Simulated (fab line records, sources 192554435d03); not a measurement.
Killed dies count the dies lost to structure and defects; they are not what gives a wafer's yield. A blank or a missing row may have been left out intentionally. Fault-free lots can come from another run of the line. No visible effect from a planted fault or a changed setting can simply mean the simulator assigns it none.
Matching of chambers / flow n5-finfet / 3 sister chambers for N5_BEOL_M5_CO_CAP_78 on cvd-co-02
The step material Co, precursor CCTBA/H2, target thk 2 nm, time 102.1 s. 6 wafers are shown with their chamber, then 8 later ones without.

== EACH WAFER AND ITS CHAMBER ==
wafer=L419.6; chamber=2; heater-power-w (W)=228; susceptor-temp-C (C)=200.17
wafer=L421.6; chamber=1; heater-power-w (W)=207; susceptor-temp-C (C)=199.95
wafer=L425.1; chamber=1; heater-power-w (W)=206; susceptor-temp-C (C)=199.94
wafer=L425.3; chamber=0; heater-power-w (W)=299; susceptor-temp-C (C)=200.39
wafer=L425.4; chamber=2; heater-power-w (W)=227; susceptor-temp-C (C)=199.97
wafer=L427.1; chamber=0; heater-power-w (W)=302; susceptor-temp-C (C)=199.85

== WAFERS MISSING THEIR CHAMBER ==
wafer=L427.4; heater-power-w (W)=223; susceptor-temp-C (C)=200.20
wafer=L427.5; heater-power-w (W)=202; susceptor-temp-C (C)=200.23
wafer=L430.1; heater-power-w (W)=305; susceptor-temp-C (C)=199.99
wafer=L430.2; heater-power-w (W)=227; susceptor-temp-C (C)=200.19
wafer=L430.6; heater-power-w (W)=306; susceptor-temp-C (C)=200.04
wafer=L433.1; heater-power-w (W)=313; susceptor-temp-C (C)=200.13
wafer=L433.2; heater-power-w (W)=210; susceptor-temp-C (C)=200.17
wafer=L433.3; heater-power-w (W)=226; susceptor-temp-C (C)=200.06

== EACH ONE'S CHAMBER ==
wafer=L427.4; from the rows above=2; in truth=2
wafer=L427.5; from the rows above=1; in truth=1
wafer=L430.1; from the rows above=0; in truth=0
wafer=L430.2; from the rows above=2; in truth=2
wafer=L430.6; from the rows above=0; in truth=0
wafer=L433.1; from the rows above=0; in truth=0
wafer=L433.2; from the rows above=1; in truth=1
wafer=L433.3; from the rows above=2; in truth=2
Correctly placed: 8 of 8. Can't be placed from these rows: 0. Wrongly placed: 0.
How it was worked out, from the rows above alone: a wafer's distance from a chamber is the root of the sum, over the readings, of the square of ((its reading less the chamber's mean) divided by the reading's scatter). The wafer belongs to the nearest chamber; if the next one is less than 2 further off, it can't be placed. A chamber's mean is the mean of its shown wafers. The scatter: take each reading less its chamber's mean, square it, sum over the shown wafers, divide by the number of wafers less the number of chambers, and take the root.
